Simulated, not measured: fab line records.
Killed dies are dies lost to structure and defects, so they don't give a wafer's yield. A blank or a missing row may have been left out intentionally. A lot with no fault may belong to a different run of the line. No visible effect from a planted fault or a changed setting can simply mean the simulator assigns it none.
Which tool was responsible? | flow n5_finfet | 72 wafers from 24 lots sampled at 2 of the route's 1938 steps

WHAT THE GAUGES SHOWED, per wafer
N5_BEOL_M2_CD_MEAS_35: target cd 18 nm, target cd y 22.2 nm.
lot  | measured     | on        | cd_nm (nm)
L074 | day 6 18:52  | cd_sem-01 | 18.0 17.6 17.3
L075 | day 6 21:52  | cd_sem-03 | 17.9 18.1 17.8
L077 | day 7 07:22  | cd_sem-02 | 17.7 17.6 17.5
L076 | day 7 07:27  | cd_sem-02 | 17.7 18.2 17.9
L078 | day 7 11:25  | cd_sem-01 | 18.0 18.0 17.2
L080 | day 7 21:33  | cd_sem-01 | 17.6 17.9 17.6
L079 | day 8 02:45  | cd_sem-01 | 18.4 18.1 17.7
L081 | day 8 12:09  | cd_sem-02 | 18.3 18.1 18.1
L082 | day 8 21:36  | cd_sem-01 | 18.1 17.2 18.0
L083 | day 9 06:29  | cd_sem-01 | 17.7 18.0 17.6
L085 | day 9 09:34  | cd_sem-02 | 18.4 17.7 17.5
L084 | day 9 09:53  | cd_sem-03 | 18.2 18.4 17.8
L086 | day 9 15:43  | cd_sem-02 | 18.8 17.9 18.5
L087 | day 10 00:40 | cd_sem-01 | 18.2 17.5 18.0
L089 | day 10 06:23 | cd_sem-03 | 17.3 17.3 18.0
L088 | day 10 06:26 | cd_sem-03 | 18.3 18.3 17.7
L090 | day 10 18:11 | cd_sem-03 | 17.8 17.8 17.5
L091 | day 10 23:37 | cd_sem-02 | 17.3 17.5 17.6
L092 | day 11 14:37 | cd_sem-01 | 17.4 17.4 17.4
L093 | day 11 16:55 | cd_sem-02 | 17.6 18.4 18.2
L094 | day 11 17:11 | cd_sem-02 | 17.7 17.6 18.1
L096 | day 12 05:25 | cd_sem-01 | 17.3 17.9 17.9
L095 | day 12 05:36 | cd_sem-01 | 18.0 18.3 17.8
L097 | day 12 11:55 | cd_sem-02 | 18.5 17.8 17.8

TOOL THAT RAN EACH LOT (tool first, then ch and the chambers of the sampled wafers, then the start)
lot  | N5_BEOL_M2_STRIP_97
L074 | rie_diel-05 ch 1,2, day 6 18:52 or earlier
L075 | rie_diel-05 ch 1,2, day 6 21:52 or earlier
L077 | rie_diel-01 ch 1,3, day 7 07:22 or earlier
L076 | rie_diel-04 ch 0,1,3, day 7 07:27 or earlier
L078 | rie_diel-04 ch 0,2,3, day 7 11:25 or earlier
L080 | rie_diel-04 ch 1,2,3, day 7 21:33 or earlier
L079 | rie_diel-04 ch 0,3, day 8 02:45 or earlier
L081 | rie_diel-05 ch 0,2,3, day 8 12:09 or earlier
L082 | rie_diel-01 ch 0,2,3, day 8 21:36 or earlier
L083 | rie_diel-04 ch 1,3, day 9 06:29 or earlier
L085 | rie_diel-05 ch 0,2,3, day 9 09:34 or earlier
L084 | rie_diel-04 ch 1,2, day 9 09:53 or earlier
L086 | rie_diel-04 ch 1,2,3, day 9 15:43 or earlier
L087 | rie_diel-01 ch 0,1,3, day 10 00:40 or earlier
L089 | rie_diel-04 ch 1,2,3, day 10 06:23 or earlier
L088 | rie_diel-05 ch 0,2,3, day 10 06:26 or earlier
L090 | rie_diel-01 ch 2,3, day 10 18:11 or earlier
L091 | rie_diel-04 ch 2,3, day 10 23:37 or earlier
L092 | rie_diel-05 ch 0,2, day 11 14:37 or earlier
L093 | rie_diel-05 ch 2,3, day 11 16:55 or earlier
L094 | rie_diel-04 ch 1,3, day 11 17:11 or earlier
L096 | rie_diel-04 ch 0,1, day 12 05:25 or earlier
L095 | rie_diel-05 ch 2,3, day 12 05:36 or earlier
L097 | rie_diel-01 ch 0,1, day 12 11:55 or earlier
- N5_BEOL_M2_STRIP_97: strips in N2/H2, time 10 s.

WHAT THE TOOLS THEMSELVES READ (means of the sampled wafers that have a number; where no wafer has one, the mark that the record gives instead)
N5_BEOL_M2_STRIP_97.
lot  | tool        | drypump_motor_current_A (A) | oes_product_au (a.u.) | rf_vpp_V (V) | showerhead_plenum_p_Torr (Torr) | throttle_valve_pct (%)
L074 | rie_diel-05 | 5.6                         | 0.82                  | 59.4         | 2.53                            | 23.3
L075 | rie_diel-05 | 6.0                         | 0.78                  | 58.6         | 2.50                            | 23.6
L077 | rie_diel-01 | 4.8                         | 0.69                  | 58.7         | 2.55                            | 23.5
L076 | rie_diel-04 | 5.2                         | 0.69                  | 58.5         | 2.50                            | 23.9
L078 | rie_diel-04 | 5.2                         | 0.70                  | 58.5         | 2.52                            | 23.9
L080 | rie_diel-04 | 5.2                         | 0.69                  | 58.9         | 2.48                            | 23.8
L079 | rie_diel-04 | 5.3                         | 0.68                  | 59.3         | 2.54                            | 24.1
L081 | rie_diel-05 | 5.3                         | 0.83                  | 59.4         | 2.49                            | 23.3
L082 | rie_diel-01 | 5.4                         | 0.76                  | 59.2         | 2.49                            | 23.5
L083 | rie_diel-04 | 5.0                         | 0.77                  | 59.9         | 2.63                            | 23.8
L085 | rie_diel-05 | 5.3                         | 0.82                  | 59.6         | 2.49                            | 23.3
L084 | rie_diel-04 | 5.3                         | 0.85                  | 59.6         | 2.61                            | 23.6
L086 | rie_diel-04 | 5.2                         | 0.77                  | 58.6         | 2.58                            | 23.7
L087 | rie_diel-01 | 4.8                         | 0.87                  | 58.8         | 2.53                            | 23.5
L089 | rie_diel-04 | 5.2                         | 0.77                  | 59.2         | 2.58                            | 23.8
L088 | rie_diel-05 | 5.3                         | 0.81                  | 59.6         | 2.49                            | 23.3
L090 | rie_diel-01 | 5.4                         | 0.97                  | 59.0         | 2.50                            | 23.4
L091 | rie_diel-04 | 5.2                         | 0.69                  | 59.3         | 2.49                            | 23.8
L092 | rie_diel-05 | 5.4                         | 0.83                  | 59.7         | 2.53                            | 23.1
L093 | rie_diel-05 | 5.0                         | 0.75                  | 58.9         | 2.46                            | 23.4
L094 | rie_diel-04 | 5.2                         | 0.83                  | 60.2         | 2.66                            | 23.8
L096 | rie_diel-04 | 5.4                         | 0.91                  | 59.0         | 2.62                            | 23.8
L095 | rie_diel-05 | 5.0                         | 0.73                  | 58.6         | 2.46                            | 23.4
L097 | rie_diel-01 | 4.8                         | 0.76                  | 59.0         | 2.55                            | 23.7

THE ANSWER, worked out from the rows above alone
Rule: the usual values come from the lots themselves. Put in order of their means at a reading, lots are off if they are a third of the lots or fewer, leave a main group of 4 or more, and stand apart from it by a gap of 3 or more times the standard deviation of the main group's means; of several such gaps the widest counts. The tables above print the reading to a certain number of digits; a main group whose means all agree to those digits is not used. Also off: a lot with no number at a reading for which 4 or more lots have one. Any other lot the step has rows for is counted as sound. First the gauges in route order, then the tools' own readings, where a lot's mean is used as printed above. The first step at which some lot is off is used, and at that step the reading that is off furthest; a lot without a number counts as furthest.
Across all readings shown, no lot is off: no conclusion can be drawn from this.

WHAT HAD BEEN PUT IN BY THE SIMULATOR
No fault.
